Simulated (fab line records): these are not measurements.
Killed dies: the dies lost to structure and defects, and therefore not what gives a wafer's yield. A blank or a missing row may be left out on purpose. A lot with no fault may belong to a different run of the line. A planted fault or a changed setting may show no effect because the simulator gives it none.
fab line records ; flow n5-finfet
record lots=7; wafers=39
route steps=1938 shown BEOL_M13@1659 BEOL_M15@1809
start-h: start of the lot's first displayed wafer, in hours after the record's first day ; wait-h: time in hours since the lot's previous step ; " repeats the value in the row above ; L1.1+2: a row that stands for several wafers ; - either no value or no given start ; * or withheld: withheld ; < > ~ a bound
route shown NAME@n: NAME is a module with steps in the file, n the number in the route of the first one ; usual: average and standard deviation across the fault-free wafers ; same: alike in all rows ; chamber/n: place in a boat ; sites: readings site by site ; _std_site: the standard deviation of these ; _edge_site: inner sites' mean taken away from outer sites' mean ; radius-mm: how far each site lies from the wafer's centre ; mask NAME#n: copy n ; behind: tool/chamber where the wafer was last shaped ; hold: what put the lot on hold/how long, in hours/how the hold closed ; device: names the non-switching transistor (n, p or np) ; end of line: at the end of the route, the tests of the same wafers ; step lacking rows: just its recipe ; killed: not the wafer's yield, but the dies lost to structure and defects at the first sort ; map: a wafer's dies, x killed, . not, _ none there
set.NAME: the setting the step ran with; set.NAME@STEP: the setting that earlier step ran with ; model.NAME: the simulator's own value behind a step, which no gauge read
lots run with intentionally changed settings; tables by step, rows by wafer
## steps
# step N5_BEOL_M13_ILD_DEP_00
# recipe material=SiOC; target-thk-a=8379.2; temp-c=350; precursor=DEMS/O2; pressure-torr=5; rf-w=500; time-s=166.4
lot.wafer;tool;chamber;start-h;wait-h;set.time-s;model.SiOC_of_BEOL_M13_ILD_DEP_00.thk-nm
L074.1;pecvd-04;0;307.84;0.0;205.8;1033
L074.2;pecvd-04;2;307.84;0.0;205.8;1035
L074.3;pecvd-04;1;307.84;0.0;166.4;829.8
L074.4;pecvd-04;0;307.84;0.0;166.4;850
L074.5;pecvd-04;2;307.84;0.0;166.4;844.8
L074.6;pecvd-04;1;307.84;0.0;205.8;1031
L078.1;pecvd-04;1;323.51;0.0;166.4;817.8
L078.2;pecvd-04;0;323.51;0.0;166.4;831
L078.3;pecvd-04;2;323.51;0.0;166.4;827
L078.4;pecvd-04;1;323.51;0.0;166.4;834.6
L078.5;pecvd-04;2;323.51;0.0;166.4;840.4
L078.6;pecvd-04;0;323.51;0.0;166.4;848.2
L083.1;pecvd-04;2;339.63;0.0;166.4;823.6
L083.2;pecvd-04;1;339.63;0.0;166.4;819.8
L083.3;pecvd-04;0;339.63;0.0;166.4;830.2
L083.4;pecvd-04;1;339.63;0.0;166.4;843.6
L083.5;pecvd-04;0;339.63;0.0;166.4;834
L083.6;pecvd-04;2;339.63;0.0;166.4;832
L081.1;pecvd-02;0;354.98;0.0;166.4;837
L081.2;pecvd-02;2;354.98;0.0;166.4;830.4
L081.3;pecvd-02;1;354.98;0.0;166.4;838.4
L081.4;pecvd-02;2;354.98;0.0;166.4;851.6
L081.5;pecvd-02;0;354.98;0.0;166.4;833.8
L081.6;pecvd-02;1;354.98;0.0;166.4;845.8
L084.1;pecvd-02;1;365.11;0.0;258.7;1280
L084.2;pecvd-02;2;365.11;0.0;166.4;829
L084.3;pecvd-02;0;365.11;0.0;166.4;819.8
L084.4;pecvd-02;0;365.11;0.0;166.4;820.2
L084.5;pecvd-02;1;365.11;0.0;258.7;1301
L084.6;pecvd-02;2;365.11;0.0;258.7;1305
L082.1;pecvd-04;1;366.04;0.0;166.4;828.2
L082.2;pecvd-04;0;366.04;0.0;235.3;1168
L082.3;pecvd-04;2;366.04;0.0;166.4;822.2
L082.4;pecvd-04;1;366.04;0.0;235.3;1184
L082.5;pecvd-04;2;366.04;0.0;235.3;1194
L082.6;pecvd-04;0;366.04;0.0;166.4;837.8
L095.1;pecvd-04;0;433.52;0.0;166.4;846.6
L095.3;pecvd-04;2;433.52;0.0;166.4;841.8
L095.5;pecvd-04;1;433.52;0.0;166.4;849.2
# step N5_BEOL_M13_THK_MEAS_01
# recipe reads=SiOC_of_BEOL_M13_ILD_DEP_00
# usual M13_ILD_THK=838/10
lot.wafer;tool;chamber;start-h;wait-h;set.time-s@BEOL_M13_ILD_DEP_00;M13_ILD_THK[nm]
L074.1;film-metro-02;-;307.99;0.1;205.8;1033
L074.2;film-metro-02;-;307.99;0.1;205.8;1035
L074.3;film-metro-02;-;307.99;0.1;166.4;830
L074.4;film-metro-02;-;307.99;0.1;166.4;850
L074.5;film-metro-02;-;307.99;0.1;166.4;845
L074.6;film-metro-02;-;307.99;0.1;205.8;1031
L078.1;film-metro-02;-;323.66;0.1;166.4;818
L078.2;film-metro-02;-;323.66;0.1;166.4;832
L078.3;film-metro-02;-;323.66;0.1;166.4;827
L078.4;film-metro-02;-;323.66;0.1;166.4;834
L078.5;film-metro-02;-;323.66;0.1;166.4;840
L078.6;film-metro-02;-;323.66;0.1;166.4;848
L083.1;film-metro-01;-;339.78;0.1;166.4;823
L083.2;film-metro-01;-;339.78;0.1;166.4;821
L083.3;film-metro-01;-;339.78;0.1;166.4;830
L083.4;film-metro-01;-;339.78;0.1;166.4;844
L083.5;film-metro-01;-;339.78;0.1;166.4;835
L083.6;film-metro-01;-;339.78;0.1;166.4;831
L081.1;film-metro-01;-;355.13;0.1;166.4;837
L081.2;film-metro-01;-;355.13;0.1;166.4;830
L081.3;film-metro-01;-;355.13;0.1;166.4;840
L081.4;film-metro-01;-;355.13;0.1;166.4;852
L081.5;film-metro-01;-;355.13;0.1;166.4;833
L081.6;film-metro-01;-;355.13;0.1;166.4;846
L084.1;film-metro-01;-;365.26;0.1;258.7;1281
L084.2;film-metro-01;-;365.26;0.1;166.4;828
L084.3;film-metro-01;-;365.26;0.1;166.4;819
L084.4;film-metro-01;-;365.26;0.1;166.4;821
L084.5;film-metro-01;-;365.26;0.1;258.7;1301
L084.6;film-metro-01;-;365.26;0.1;258.7;1305
L082.1;film-metro-01;-;366.19;0.1;166.4;829
L082.2;film-metro-01;-;366.19;0.1;235.3;1168
L082.3;film-metro-01;-;366.19;0.1;166.4;822
L082.4;film-metro-01;-;366.19;0.1;235.3;1183
L082.5;film-metro-01;-;366.19;0.1;235.3;1195
L082.6;film-metro-01;-;366.19;0.1;166.4;838
L095.1;film-metro-02;-;433.67;0.1;166.4;847
L095.3;film-metro-02;-;433.67;0.1;166.4;842
L095.5;film-metro-02;-;433.67;0.1;166.4;848
# step N5_BEOL_M13_COAT_58
# recipe resist=BARC; temp-c=205; time-s=60; spin-rpm=1500; resist-thk-nm=89
# step N5_BEOL_M13_COAT_04
# recipe spin-rpm=1625; resist-thk-nm=400
# step N5_BEOL_M13_DESCUM_15
# recipe chemistry=O2; time-s=7.9; source-power-w=50; bias-power-w=20; pressure-mtorr=20; rf-frequency-hz=2.712e+07; temp-c=40; o2-flow-sccm=225
# step N5_BEOL_M13_ETCH_59
# recipe chemistry=N2/H2; target=BARC; target-depth-a=890; overetch-a=267; time-s=67.9; ion-energy-ev=200; pressure-mtorr=30; source-w=840; bias-w=150; n2-flow-sccm=200; h2-flow-sccm=200
# step N5_BEOL_M13_VIA_ETCH_16
# recipe chemistry=C4F8/O2/Ar; target=SiOC; pressure-mtorr=30; source-w=3000; bias-w=700; Ar_flow_sccm=400; C4F8_flow_sccm=15; O2_flow_sccm=8; he-inner-torr=15; he-outer-torr=30; target-depth-a=9217; time-s=withheld; ion-energy-ev=250; ends=cleared
lot.wafer;tool;chamber;start-h;wait-h;set.time-s@BEOL_M13_ILD_DEP_00;model.etch.depth-nm;model.BARC_of_BEOL_M13_COAT_58.thk-nm;model.coat_of_BEOL_M13_COAT_04.thk-nm
L074.1;rie-diel-05;1;308.47;0.0;*;1033;89;13
L074.2;rie-diel-05;2;308.47;0.0;*;1035;89.4;11.4
L074.3;rie-diel-05;0;308.47;0.0;*;829.9;89.4;72.6
L074.4;rie-diel-05;3;308.47;0.0;*;849.9;89.4;67
L074.5;rie-diel-05;0;308.47;0.0;*;844.7;89.6;71
L074.6;rie-diel-05;3;308.47;0.0;*;1031;89.4;14.2
L078.1;rie-diel-02;2;324.27;0.0;*;817.8;89.4;77
L078.2;rie-diel-02;3;324.27;0.0;*;831;89.2;72.6
L078.3;rie-diel-02;1;324.27;0.0;*;826.9;89;73.4
L078.4;rie-diel-02;0;324.27;0.0;*;834.5;88.8;72.2
L078.5;rie-diel-02;3;324.27;0.0;*;840.3;89.2;69.6
L078.6;rie-diel-02;2;324.27;0.0;*;848.2;88.8;69.2
L083.1;rie-diel-06;2;340.38;0.0;*;823.6;89;74.8
L083.2;rie-diel-06;0;340.38;0.0;*;819.8;89;79.4
L083.3;rie-diel-06;1;340.38;0.0;*;830.3;89.2;73.4
L083.4;rie-diel-06;0;340.38;0.0;*;843.5;89;71.6
L083.5;rie-diel-06;1;340.38;0.0;*;834;89;72
L083.6;rie-diel-06;2;340.38;0.0;*;832.1;89.2;72.8
L081.1;rie-diel-05;3;355.61;0.0;*;836.9;88.8;73
L081.2;rie-diel-05;1;355.61;0.0;*;830.4;89;75.4
L081.3;rie-diel-05;0;355.61;0.0;*;838.5;89;73
L081.4;rie-diel-05;2;355.61;0.0;*;851.5;88.8;68.6
L081.5;rie-diel-05;1;355.61;0.0;*;833.8;89;73.4
L081.6;rie-diel-05;2;355.61;0.0;*;845.8;88.8;70.8
L084.1;rie-diel-02;1;366.01;0.0;*;1280;26;0
L084.2;rie-diel-02;3;366.01;0.0;*;829.1;89.2;71.8
L084.3;rie-diel-02;0;366.01;0.0;*;819.7;89.6;75.4
L084.4;rie-diel-02;2;366.01;0.0;*;820.3;89.4;76.6
L084.5;rie-diel-02;3;366.01;0.0;*;1301;19.8;0
L084.6;rie-diel-02;2;366.01;0.0;*;1305;20;0
L082.1;rie-diel-05;0;366.67;0.0;*;828.2;89.4;76.8
L082.2;rie-diel-05;3;366.67;0.0;*;1168;65.8;0
L082.3;rie-diel-05;2;366.67;0.0;*;822.3;89.4;77.4
L082.4;rie-diel-05;1;366.67;0.0;*;1184;61;0
L082.5;rie-diel-05;3;366.67;0.0;*;1194;57;0
L082.6;rie-diel-05;2;366.67;0.0;*;837.7;89.4;73.2
L095.1;rie-diel-05;3;434.15;0.0;*;846.5;89;68.4
L095.3;rie-diel-05;0;434.15;0.0;*;841.7;89.2;70.8
L095.5;rie-diel-05;2;434.15;0.0;*;849.2;88.8;69.4
# step N5_BEOL_M13_STRIP_63
# recipe chemistry=N2/H2; power-w=1000; temp-c=250; h2-frac=0.65; overash-fraction=0.3; pressure-mtorr=1000; n2-flow-sccm=1750; h2-flow-sccm=3250
# usual oes-product-au=0.674/0.005; strip-time-to-endpoint-s=28.0/1
lot.wafer;tool;chamber;start-h;wait-h;set.time-s@BEOL_M13_ILD_DEP_00;oes-product-au;strip-time-to-endpoint-s
L074.1;plasma-asher-02;1;308.71;-;205.8;0.464;8.8
L074.2;plasma-asher-02;0;308.71;-;205.8;0.434;8.2
L074.3;plasma-asher-02;0;308.71;-;166.4;0.671;28.4
L074.4;plasma-asher-02;1;308.71;-;166.4;0.667;26.8
L074.5;plasma-asher-02;1;308.71;-;166.4;0.671;28.0
L074.6;plasma-asher-02;0;308.71;-;205.8;0.473;9.3
L078.1;plasma-asher-02;1;324.50;-;166.4;0.680;29.8
L078.2;plasma-asher-02;0;324.50;-;166.4;0.669;28.4
L078.3;plasma-asher-02;1;324.50;-;166.4;0.670;28.6
L078.4;plasma-asher-02;0;324.50;-;166.4;0.675;28.3
L078.5;plasma-asher-02;0;324.50;-;166.4;0.666;27.5
L078.6;plasma-asher-02;1;324.50;-;166.4;0.672;27.4
L083.1;plasma-asher-01;0;340.62;-;166.4;0.675;29.1
L083.2;plasma-asher-01;1;340.62;-;166.4;0.668;30.4
L083.3;plasma-asher-01;0;340.62;-;166.4;0.669;28.7
L083.4;plasma-asher-01;1;340.62;-;166.4;0.673;28.1
L083.5;plasma-asher-01;0;340.62;-;166.4;0.679;28.2
L083.6;plasma-asher-01;1;340.62;-;166.4;0.665;28.5
L081.1;plasma-asher-02;1;355.85;-;166.4;0.667;28.5
L081.2;plasma-asher-02;0;355.85;-;166.4;0.680;29.2
L081.3;plasma-asher-02;0;355.85;-;166.4;0.683;28.5
L081.4;plasma-asher-02;1;355.85;-;166.4;0.682;27.3
L081.5;plasma-asher-02;0;355.85;-;166.4;0.685;28.7
L081.6;plasma-asher-02;1;355.85;-;166.4;0.676;27.9
L084.1;plasma-asher-01;0;366.25;-;258.7;0.233;0.0
L084.2;plasma-asher-01;1;366.25;-;166.4;0.675;28.2
L084.3;plasma-asher-01;0;366.25;-;166.4;0.679;29.2
L084.4;plasma-asher-01;1;366.25;-;166.4;0.675;29.6
L084.5;plasma-asher-01;0;366.25;-;258.7;0.224;0.0
L084.6;plasma-asher-01;1;366.25;-;258.7;0.227;0.0
L082.1;plasma-asher-01;0;366.91;-;166.4;0.680;29.6
L082.2;plasma-asher-01;1;366.91;-;235.3;0.228;0.0
L082.3;plasma-asher-01;0;366.91;-;166.4;0.676;29.8
L082.4;plasma-asher-01;1;366.91;-;235.3;0.227;0.0
L082.5;plasma-asher-01;0;366.91;-;235.3;0.228;0.0
L082.6;plasma-asher-01;1;366.91;-;166.4;0.675;28.6
L095.1;plasma-asher-02;0;434.38;-;166.4;0.674;27.2
L095.3;plasma-asher-02;1;434.38;-;166.4;0.683;27.9
L095.5;plasma-asher-02;0;434.38;-;166.4;0.671;27.5
# step N5_BEOL_M13_STRIP_64
# recipe chemistry=N2/H2; power-w=1000; temp-c=250; h2-frac=0.65; overash-fraction=0.3; pressure-mtorr=withheld; n2-flow-sccm=1750; h2-flow-sccm=3250
# usual strip-time-to-endpoint-s=31.37/0.077
lot.wafer;tool;chamber;start-h;wait-h;set.time-s@BEOL_M13_ILD_DEP_00;strip-time-to-endpoint-s
L074.1;plasma-asher-02;1;308.77;0.0;205.8;31.32
L074.2;plasma-asher-02;0;308.77;0.0;205.8;31.43
L074.3;plasma-asher-02;0;308.77;0.0;166.4;31.43
L074.4;plasma-asher-02;1;308.77;0.0;166.4;31.46
L074.5;plasma-asher-02;1;308.77;0.0;166.4;31.50
L074.6;plasma-asher-02;0;308.77;0.0;205.8;31.41
L078.1;plasma-asher-02;1;324.56;0.0;166.4;31.43
L078.2;plasma-asher-02;0;324.56;0.0;166.4;31.41
L078.3;plasma-asher-02;1;324.56;0.0;166.4;31.31
L078.4;plasma-asher-02;0;324.56;0.0;166.4;31.28
L078.5;plasma-asher-02;0;324.56;0.0;166.4;31.40
L078.6;plasma-asher-02;1;324.56;0.0;166.4;31.25
L083.1;plasma-asher-01;0;340.68;0.0;166.4;31.33
L083.2;plasma-asher-01;1;340.68;0.0;166.4;31.33
L083.3;plasma-asher-01;0;340.68;0.0;166.4;31.36
L083.4;plasma-asher-01;1;340.68;0.0;166.4;31.29
L083.5;plasma-asher-01;0;340.68;0.0;166.4;31.34
L083.6;plasma-asher-01;1;340.68;0.0;166.4;31.38
L081.1;plasma-asher-02;1;355.91;0.0;166.4;31.22
L081.2;plasma-asher-02;0;355.91;0.0;166.4;31.30
L081.3;plasma-asher-02;0;355.91;0.0;166.4;31.30
L081.4;plasma-asher-02;1;355.91;0.0;166.4;31.24
L081.5;plasma-asher-02;0;355.91;0.0;166.4;31.33
L081.6;plasma-asher-02;1;355.91;0.0;166.4;31.22
L084.1;plasma-asher-01;0;366.31;0.0;258.7;13.67
L084.2;plasma-asher-01;1;366.31;0.0;166.4;31.36
L084.3;plasma-asher-01;0;366.31;0.0;166.4;31.48
L084.4;plasma-asher-01;1;366.31;0.0;166.4;31.39
L084.5;plasma-asher-01;0;366.31;0.0;258.7;11.43
L084.6;plasma-asher-01;1;366.31;0.0;258.7;11.49
L082.1;plasma-asher-01;0;366.97;0.0;166.4;31.41
L082.2;plasma-asher-01;1;366.97;0.0;235.3;26.42
L082.3;plasma-asher-01;0;366.97;0.0;166.4;31.45
L082.4;plasma-asher-01;1;366.97;0.0;235.3;25.02
L082.5;plasma-asher-01;0;366.97;0.0;235.3;23.80
L082.6;plasma-asher-01;1;366.97;0.0;166.4;31.39
L095.1;plasma-asher-02;0;434.44;0.0;166.4;31.29
L095.3;plasma-asher-02;1;434.44;0.0;166.4;31.39
L095.5;plasma-asher-02;0;434.44;0.0;166.4;31.26
# step N5_BEOL_M15_TRENCH_ETCH_34
# recipe chemistry=C4F8/O2/Ar; target=SiO2; target-depth-a=8729.3; he-inner-torr=15; he-outer-torr=30; time-s=199; ion-energy-ev=800; pressure-mtorr=20; source-w=1905; bias-w=2040; Ar_flow_sccm=400; C4F8_flow_sccm=16; O2_flow_sccm=12
lot.wafer;tool;chamber;start-h;wait-h;set.target-depth-a;model.etch.depth-nm;model.coat_of_BEOL_M15_COAT_22.thk-nm
L074.1;rie-diel-06;1;318.82;0.1;8729.3;884.1;539.2
L074.2;rie-diel-06;0;318.82;0.1;6879;675.9;583.2
L074.3;rie-diel-06;0;318.82;0.1;6879;678.2;584
L074.4;rie-diel-06;1;318.82;0.1;6879;694.5;577.6
L074.5;rie-diel-06;1;318.82;0.1;8729.3;883;542.2
L074.6;rie-diel-06;0;318.82;0.1;8729.3;853.7;551.8
L078.1;rie-diel-06;2;336.90;0.0;8729.3;869.6;546.6
L078.2;rie-diel-06;0;336.90;0.0;8729.3;848.2;554.8
L078.3;rie-diel-06;1;336.90;0.0;8729.3;865.1;548.2
L078.4;rie-diel-06;2;336.90;0.0;8729.3;869.5;545.2
L078.5;rie-diel-06;0;336.90;0.0;8729.3;844.4;552.8
L078.6;rie-diel-06;1;336.90;0.0;8729.3;873.9;544
L083.1;rie-diel-06;2;354.67;0.0;8729.3;876.9;544.6
L083.2;rie-diel-06;3;354.67;0.0;8729.3;881.9;543.8
L083.3;rie-diel-06;1;354.67;0.0;12560;1264;465.6
L083.4;rie-diel-06;0;354.67;0.0;12560;1241;472.8
L083.5;rie-diel-06;2;354.67;0.0;8729.3;876.4;542.4
L083.6;rie-diel-06;1;354.67;0.0;12560;1256;468.8
L081.1;rie-diel-02;1;368.49;0.0;8729.3;864.5;542.8
L081.2;rie-diel-02;3;368.49;0.0;8729.3;878.5;544.6
L081.3;rie-diel-02;0;368.49;0.0;8729.3;850;547.4
L081.4;rie-diel-02;1;368.49;0.0;8729.3;872.7;546
L081.5;rie-diel-02;3;368.49;0.0;8729.3;887.4;542.8
L081.6;rie-diel-02;0;368.49;0.0;8729.3;859.1;548.4
L084.1;rie-diel-06;2;380.07;0.0;4680;473.5;628.4
L084.2;rie-diel-06;3;380.07;0.0;4680;475.8;624.6
L084.3;rie-diel-06;1;380.07;0.0;8729.3;888.9;544.8
L084.4;rie-diel-06;0;380.07;0.0;8729.3;854.3;551.2
L084.5;rie-diel-06;1;380.07;0.0;4680;479.2;624.8
L084.6;rie-diel-06;0;380.07;0.0;8729.3;860.8;551.8
L082.1;rie-diel-05;0;380.81;0.0;8729.3;857.2;548.2
L082.2;rie-diel-05;1;380.81;0.0;11270;1111;498.2
L082.3;rie-diel-05;3;380.81;0.0;11270;1104;498.6
L082.4;rie-diel-05;2;380.81;0.0;8729.3;857.7;545.6
L082.5;rie-diel-05;1;380.81;0.0;11270;1109;499.4
L082.6;rie-diel-05;0;380.81;0.0;8729.3;863;547.2
L095.1;rie-diel-02;3;446.55;0.0;8729.3;880.6;543.8
L095.3;rie-diel-02;1;446.55;0.0;8729.3;882.7;542.6
L095.5;rie-diel-02;3;446.55;0.0;8729.3;876.4;547
# step N5_BEOL_M15_STRIP_36
# recipe chemistry=O2; power-w=600; temp-c=60; pressure-mtorr=30; rf-frequency-hz=6e+07; bias-power-w=0; overash-fraction=0.3; o2-flow-sccm=225
# step N5_BEOL_M15_ECD_47
# recipe material=Cu; target-thk-a=18600
# step N5_BEOL_M15_ANNEAL_48
# recipe temp-c=225; time-s=90; ambient=N2
# step N5_BEOL_M15_CMP_49
# recipe stop-on=SiO2; t-overpolish-s=4.9; down-force-psi=2; platen-rpm=80; clearing-platen-down-force-psi=2; clearing-platen-rpm=80; post-cmp-clean=cu-alkaline; target-thk-nm=850; clearing-platen-pad-velocity-m-s=1.5917; pad-velocity-m-s=1.5917
lot.wafer;tool;chamber;start-h;wait-h;set.target-depth-a@BEOL_M15_TRENCH_ETCH_34;model.Cu_of_BEOL_M15_ECD_47.thk-nm
L074.3;cmp-04;2;322.98;0.2;6879;656.2
L074.4;cmp-04;3;322.98;0.2;6879;673.6
L074.1;cmp-04;0;322.98;0.2;8729.3;862.4
L074.2;cmp-04;1;322.98;0.2;6879;653.8
L074.6;cmp-04;2;322.98;0.2;8729.3;831.4
L074.5;cmp-04;3;322.98;0.2;8729.3;861.8
L078.4;cmp-02;2;339.86;0.1;8729.3;846.2
L078.1;cmp-02;3;339.86;0.1;8729.3;847.2
L078.2;cmp-02;0;339.86;0.1;8729.3;826.4
L078.3;cmp-02;1;339.86;0.1;8729.3;841
L078.6;cmp-02;2;339.86;0.1;8729.3;850.4
L078.5;cmp-02;3;339.86;0.1;8729.3;821.6
L083.3;cmp-01;1;356.17;0.2;12560;1241
L083.4;cmp-01;2;356.17;0.2;12560;1218
L083.1;cmp-01;3;356.17;0.2;8729.3;855.4
L083.2;cmp-01;0;356.17;0.2;8729.3;858.6
L083.6;cmp-01;1;356.17;0.2;12560;1232
L083.5;cmp-01;2;356.17;0.2;8729.3;853.2
L081.4;cmp-02;3;374.45;0.2;8729.3;849.8
L081.3;cmp-02;0;374.45;0.2;8729.3;825.2
L081.1;cmp-02;1;374.45;0.2;8729.3;840.6
L081.2;cmp-02;2;374.45;0.2;8729.3;855
L081.6;cmp-02;3;374.45;0.2;8729.3;836.2
L081.5;cmp-02;0;374.45;0.2;8729.3;863.6
L084.3;cmp-01;2;386.79;0.2;8729.3;866.6
L084.1;cmp-01;3;386.79;0.2;4680;450
L084.4;cmp-01;0;386.79;0.2;8729.3;831.2
L084.2;cmp-01;1;386.79;0.2;4680;452.6
L084.6;cmp-01;2;386.79;0.2;8729.3;837.8
L084.5;cmp-01;3;386.79;0.2;4680;455.4
L082.4;cmp-04;3;386.80;0.1;8729.3;838
L082.3;cmp-04;0;386.80;0.1;11270;1083
L082.1;cmp-04;1;386.80;0.1;8729.3;835.2
L082.2;cmp-04;2;386.80;0.1;11270;1090
L082.6;cmp-04;3;386.80;0.1;8729.3;842.2
L082.5;cmp-04;0;386.80;0.1;11270;1088
L095.3;cmp-04;0;448.25;0.2;8729.3;860
L095.1;cmp-04;1;448.25;0.2;8729.3;857.6
L095.5;cmp-04;3;448.25;0.2;8729.3;854.6
# step N5_BEOL_M15_THK_MEAS_50
# recipe thk-meas-gauge=xrf; reads=Cu_of_BEOL_M15_ECD_47
# usual M15_THK=813/14
lot.wafer;tool;chamber;start-h;wait-h;set.target-depth-a@BEOL_M15_TRENCH_ETCH_34;M15_THK[nm]
L074.1;film-metro-02;-;323.27;-;8729.3;828
L074.2;film-metro-02;-;323.27;-;6879;627
L074.3;film-metro-02;-;323.27;-;6879;631
L074.4;film-metro-02;-;323.27;-;6879;647
L074.5;film-metro-02;-;323.27;-;8729.3;830
L074.6;film-metro-02;-;323.27;-;8729.3;800
L078.1;film-metro-01;-;340.16;-;8729.3;812
L078.2;film-metro-01;-;340.16;-;8729.3;788
L078.3;film-metro-01;-;340.16;-;8729.3;806
L078.4;film-metro-01;-;340.16;-;8729.3;811
L078.5;film-metro-01;-;340.16;-;8729.3;790
L078.6;film-metro-01;-;340.16;-;8729.3;816
L083.1;film-metro-01;-;356.47;-;8729.3;813
L083.2;film-metro-01;-;356.47;-;8729.3;819
L083.3;film-metro-01;-;356.47;-;12560;1178
L083.4;film-metro-01;-;356.47;-;12560;1156
L083.5;film-metro-01;-;356.47;-;8729.3;811
L083.6;film-metro-01;-;356.47;-;12560;1177
L081.1;film-metro-01;-;374.74;-;8729.3;808
L081.2;film-metro-01;-;374.74;-;8729.3;825
L081.3;film-metro-01;-;374.74;-;8729.3;792
L081.4;film-metro-01;-;374.74;-;8729.3;817
L081.5;film-metro-01;-;374.74;-;8729.3;829
L081.6;film-metro-01;-;374.74;-;8729.3;804
L084.1;film-metro-01;-;387.08;-;4680;434
L084.2;film-metro-01;-;387.08;-;4680;435
L084.3;film-metro-01;-;387.08;-;8729.3;827
L084.4;film-metro-01;-;387.08;-;8729.3;802
L084.5;film-metro-01;-;387.08;-;4680;437
L084.6;film-metro-01;-;387.08;-;8729.3;802
L082.1;film-metro-02;-;387.09;-;8729.3;800
L082.2;film-metro-02;-;387.09;-;11270;1041
L082.3;film-metro-02;-;387.09;-;11270;1031
L082.4;film-metro-02;-;387.09;-;8729.3;803
L082.5;film-metro-02;-;387.09;-;11270;1036
L082.6;film-metro-02;-;387.09;-;8729.3;808
L095.1;film-metro-01;-;448.47;-;8729.3;826
L095.3;film-metro-01;-;448.47;-;8729.3;826
L095.5;film-metro-01;-;448.47;-;8729.3;823
# step N5_BEOL_M15_PRE_CLEAN_52
# recipe gas=NH3; time-s=15; temp-c=withheld; rf-power-w=300
# step N5_BEOL_M15_DEP_53
# recipe material=SiCN; target-thk-a=500; temp-c=withheld; precursor=3MS/NH3; pressure-torr=3; rf-w=675; time-s=17.8
# step N5_BEOL_M15_RS_MEAS_54
# recipe thk-meas-gauge=four-point-probe; reads=Cu_of_BEOL_M15_ECD_47+Ta_of_BEOL_M15_SPUTTER_44+TaN_of_BEOL_M15_SPUTTER_43
# usual M15_RS=0.0216/0.00031
lot.wafer;tool;chamber;start-h;wait-h;set.target-depth-a@BEOL_M15_TRENCH_ETCH_34;M15_RS[ohm/sq]
L074.1;film-metro-02;-;323.40;0.0;8729.3;0.0212
L074.2;film-metro-02;-;323.40;0.0;6879;0.0282
L074.3;film-metro-02;-;323.40;0.0;6879;0.0280
L074.4;film-metro-02;-;323.40;0.0;6879;0.0273
L074.5;film-metro-02;-;323.40;0.0;8729.3;0.0212
L074.6;film-metro-02;-;323.40;0.0;8729.3;0.0220
L078.1;film-metro-01;-;340.29;0.0;8729.3;0.0216
L078.2;film-metro-01;-;340.29;0.0;8729.3;0.0222
L078.3;film-metro-01;-;340.29;0.0;8729.3;0.0218
L078.4;film-metro-01;-;340.29;0.0;8729.3;0.0217
L078.5;film-metro-01;-;340.29;0.0;8729.3;0.0223
L078.6;film-metro-01;-;340.29;0.0;8729.3;0.0216
L083.1;film-metro-01;-;356.60;0.0;8729.3;0.0214
L083.2;film-metro-01;-;356.60;0.0;8729.3;0.0214
L083.3;film-metro-01;-;356.60;0.0;12560;0.0147
L083.4;film-metro-01;-;356.60;0.0;12560;0.0150
L083.5;film-metro-01;-;356.60;0.0;8729.3;0.0215
L083.6;film-metro-01;-;356.60;0.0;12560;0.0148
L081.1;film-metro-02;-;374.90;0.1;8729.3;0.0218
L081.2;film-metro-02;-;374.90;0.1;8729.3;0.0214
L081.3;film-metro-02;-;374.90;0.1;8729.3;0.0223
L081.4;film-metro-02;-;374.90;0.1;8729.3;0.0216
L081.5;film-metro-02;-;374.90;0.1;8729.3;0.0212
L081.6;film-metro-02;-;374.90;0.1;8729.3;0.0219
L084.1;film-metro-01;-;387.21;0.0;4680;0.0413
L084.2;film-metro-01;-;387.21;0.0;4680;0.0411
L084.3;film-metro-01;-;387.21;0.0;8729.3;0.0211
L084.4;film-metro-01;-;387.21;0.0;8729.3;0.0221
L084.5;film-metro-01;-;387.21;0.0;4680;0.0408
L084.6;film-metro-01;-;387.21;0.0;8729.3;0.0219
L082.1;film-metro-02;-;387.25;0.1;8729.3;0.0220
L082.2;film-metro-02;-;387.25;0.1;11270;0.0167
L082.3;film-metro-02;-;387.25;0.1;11270;0.0168
L082.4;film-metro-02;-;387.25;0.1;8729.3;0.0219
L082.5;film-metro-02;-;387.25;0.1;11270;0.0168
L082.6;film-metro-02;-;387.25;0.1;8729.3;0.0218
L095.1;film-metro-02;-;448.60;0.0;8729.3;0.0213
L095.3;film-metro-02;-;448.60;0.0;8729.3;0.0213
L095.5;film-metro-02;-;448.60;0.0;8729.3;0.0214
## key
split step=N5_BEOL_M13_ILD_DEP_00; setting=time-s; stated=166.4; by=wafer
response step=N5_BEOL_M13_ILD_DEP_00; reading=model.SiOC_of_BEOL_M13_ILD_DEP_00.thk-nm; change=+8.47; per=1%; r=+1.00
response step=N5_BEOL_M13_THK_MEAS_01; reading=M13_ILD_THK; change=+8.47; per=1%; r=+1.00
response step=N5_BEOL_M13_VIA_ETCH_16; reading=model.etch.depth-nm; change=+8.47; per=1%; r=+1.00
response step=N5_BEOL_M13_VIA_ETCH_16; reading=model.BARC_of_BEOL_M13_COAT_58.thk-nm; change=-0.918; per=1%; r=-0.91
response step=N5_BEOL_M13_VIA_ETCH_16; reading=model.coat_of_BEOL_M13_COAT_04.thk-nm; change=-1.61; per=1%; r=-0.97
response step=N5_BEOL_M13_STRIP_63; reading=oes-product-au; change=-0.00907; per=1%; r=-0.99
response step=N5_BEOL_M13_STRIP_63; reading=strip-time-to-endpoint-s; shape=bent; at-lowest=*; at-stated=*; at-highest=*
response step=N5_BEOL_M13_STRIP_64; reading=strip-time-to-endpoint-s; change=*; per=1%; r=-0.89
split step=N5_BEOL_M15_TRENCH_ETCH_34; setting=target-depth-a; stated=8729.3; by=wafer
response step=N5_BEOL_M15_TRENCH_ETCH_34; reading=model.etch.depth-nm; change=+8.54; per=1%; r=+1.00
response step=N5_BEOL_M15_TRENCH_ETCH_34; reading=model.coat_of_BEOL_M15_COAT_22.thk-nm; change=-1.68; per=1%; r=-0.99
response step=N5_BEOL_M15_CMP_49; reading=model.Cu_of_BEOL_M15_ECD_47.thk-nm; change=+8.55; per=1%; r=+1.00
response step=N5_BEOL_M15_THK_MEAS_50; reading=M15_THK; change=+8.13; per=1%; r=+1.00
response step=N5_BEOL_M15_RS_MEAS_54; reading=M15_RS; change=-0.000274; per=1%; r=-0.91
